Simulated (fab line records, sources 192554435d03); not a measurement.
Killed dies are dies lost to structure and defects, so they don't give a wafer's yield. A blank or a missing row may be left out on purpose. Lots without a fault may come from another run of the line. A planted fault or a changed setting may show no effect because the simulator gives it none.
A struck lot beside a sound one | flow n5_finfet | 15 steps out of a route of 1938
Sound: wafers L798.1, L798.3, L798.6. Struck: wafer L802.3. (L802.2, L802.5 of the same lot were not struck and are left out.) The cause comes at the end.
At each step with rows: each side's tool, then ch and its chambers, then its first start. Under that, the readings that differ: sound wafers | struck wafers | difference of the means | sigmas: that difference in standard deviations of wafers without a fault.
alike: readings whose means differ by less than 2 such deviations, and words and numbers that are the same on both sides. not compared: withheld readings, readings that some wafer has no value for, bounds like >300 that may hide the same value, and numbers for which the record gives no deviation and whose values overlap.
The two part at a step that has a row with sigmas, a row that says differs or no value, or rows on one side only. Numbers that don't overlap but have no deviation are shown without sigmas and don't part them. A reading that every wafer of one side lacks parts them only if that side has two wafers or more.

first, 4 steps without rows for these wafers: N5_BEOL_M4_SOFTBAKE_23 (time 60 s); N5_BEOL_M4_EXPOSE_25 (exposes mask V3, defocus 5 nm); N5_BEOL_M4_PEB_26 (peb time 60 s); N5_BEOL_M4_DEVELOP_27 (develop time 30 s).
N5_BEOL_M4_CD_MEAS_28: target cd 26.2 nm, target cd y 24.1 nm.
  sound on cd_sem-01 ch 0, day 10 16:27; struck on cd_sem-03 ch 0, day 11 05:34
  alike: cd_nm
N5_BEOL_M4_OVL_MEAS_29:
  sound on overlay-02 ch 0, day 10 16:29; struck on overlay-01 ch 0, day 11 05:37
  alike: V3_OVL
N5_BEOL_M4_INSPECT_30: inspects for defects (brightfield).
  sound on defect_inspect-02, day 10 16:32; struck on defect_inspect-02, day 11 05:40
  alike: raw_defect_count
N5_BEOL_M4_DESCUM_33: chemistry O2, time 7 s.
  sound on rie_diel-02 ch 0,1,2, day 10 16:35; struck on rie_diel-06 ch 3, day 11 05:47
  alike: drypump_motor_current_A, oes_product_au, rf_vpp_V, showerhead_plenum_p_Torr, throttle_valve_pct
  not compared: rf_hours_counter_h
N5_BEOL_M4_ETCH_77: etches underlayer in N2/H2, target depth 6.5 nm, time 5.2 s.
  sound on rie_diel-02 ch 0,1,2, day 10 16:37; struck on rie_diel-06 ch 3, day 11 05:49
  reading               | sound          | struck | difference | sigmas
  etch_rf_on_time_s (s) | 5.32 5.24 5.23 | 5.04   | -0.22      | -3
  alike: drypump_motor_current_A, n2_flow_sccm, oes_product_au, rf_vpp_V, showerhead_plenum_p_Torr, throttle_valve_pct
  not compared: rf_hours_counter_h
N5_BEOL_M4_ETCH_69: etches SiARC in CF4, target depth 15.6 nm, time 26 s.
  sound on rie_diel-02 ch 0,1,2, day 10 16:38; struck on rie_diel-06 ch 3, day 11 05:50
  alike: drypump_motor_current_A, etch_rf_on_time_s, oes_product_au, rf_vpp_V, showerhead_plenum_p_Torr, throttle_valve_pct
  not compared: rf_hours_counter_h
N5_BEOL_M4_ALD_98: deposits SiO2, target thk 2.5 nm, pulse time 1 s, co reactant pulse time 1 s.
  sound on ald_sin-02 ch 0,1,3, day 10 16:43; struck on ald_sin-03 ch 2, day 11 06:47
  alike: heater_power_w, precursor_pulse_height_rel
N5_BEOL_M4_ETCHBACK_99: etches SiO2 in CHF3, target depth 5 nm, time 10.4 s.
  sound on rie_diel-06 ch 0,2,3, day 10 23:37; struck on rie_diel-06 ch 0, day 11 07:01
  alike: drypump_motor_current_A, oes_product_au, rf_vpp_V, showerhead_plenum_p_Torr, throttle_valve_pct
  not compared: rf_hours_counter_h
N5_BEOL_M4_ETCH_70: etches SOC in N2/H2, target depth 80 nm, overetch 24 nm, time 130 s.
  sound on rie_diel-06 ch 0,2,3, day 10 23:38; struck on rie_diel-06 ch 0, day 11 07:02
  reading                                    | sound             | struck | difference | sigmas
  run_length_s (s)                           | 153.3 152.8 153.6 | 146.4  | -6.8       | -21
  model.SiARC_of_BEOL_M4_COAT_68.thk_nm (nm) | 5.6 6 5.8         | 6.4    | +0.6       |
  alike: drypump_motor_current_A, n2_flow_sccm, oes_product_au, rf_vpp_V, showerhead_plenum_p_Torr, throttle_valve_pct
  not compared: rf_hours_counter_h
then, 1 step without rows for these wafers: N5_BEOL_M4_STRIP_71 (strips in N2/H2).
N5_BEOL_M4_RC_MEAS_101:
  sound on prober-01 ch 0, day 11 03:49; struck on prober-01 ch 0, day 11 12:13
  alike: DIBL_N, DIBL_P, IOFF_N, IOFF_P, ION_N, ION_P, SS_N, SS_P, VT_N, VT_P

WHERE THEY PART
First at N5_BEOL_M4_ETCH_77; last, within this record, at N5_BEOL_M4_ETCH_70. Later steps at which nothing parts them and some readings are alike: N5_BEOL_M4_RC_MEAS_101.

WHY: what the simulator had put in
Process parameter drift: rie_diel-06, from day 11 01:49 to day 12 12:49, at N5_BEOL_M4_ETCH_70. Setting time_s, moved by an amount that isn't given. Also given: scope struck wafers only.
